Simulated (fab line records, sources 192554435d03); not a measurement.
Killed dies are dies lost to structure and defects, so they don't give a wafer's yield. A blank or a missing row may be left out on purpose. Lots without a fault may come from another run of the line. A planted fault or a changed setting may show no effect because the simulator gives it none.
Chamber matching | flow n5_finfet | N5_BEOL_M0_SAQP_ETCH_49 on rie_diel-01: 4 sister chambers
The step etches SiO2 in CF4/O2, target depth 37 nm. 4 wafers are shown with their chamber, then 8 later ones without.

WAFERS WITH THEIR CHAMBER
wafer  | chamber | showerhead_plenum_p_Torr (Torr)
L076.4 | 2       | 2.27
L078.2 | 1       | 2.34
L079.3 | 3       | 2.21
L083.1 | 0       | 2.25

WAFERS WITHOUT THEIR CHAMBER
wafer  | showerhead_plenum_p_Torr (Torr)
L083.5 | 2.34
L083.6 | 2.25
L084.1 | 2.27
L084.2 | 2.34
L084.4 | 2.25
L094.1 | 2.33
L094.4 | 2.20
L094.5 | 2.33

WHICH CHAMBER EACH WENT THROUGH
wafer  | from the rows above | in truth
L083.5 | 1                   | 1
L083.6 | 0                   | 0
L084.1 | 2                   | 2
L084.2 | 1                   | 1
L084.4 | 0                   | 0
L094.1 | 1                   | 1
L094.4 | 3                   | 3
L094.5 | 1                   | 1
Placed correctly: 8 of 8. Can't be placed from these rows: 0. Placed wrongly: 0.
How it was worked out, from the rows above alone: a wafer's distance from a chamber is the root of the sum, over the readings, of the square of ((its reading less the chamber's mean) divided by the reading's scatter). The wafer belongs to the nearest chamber; if the next one is less than 2 further off, it can't be placed. A chamber's mean is the mean of its shown wafers. The scatter: with one shown wafer a chamber, the root of the mean of the squares of how far each hidden wafer lies from its nearest shown one.
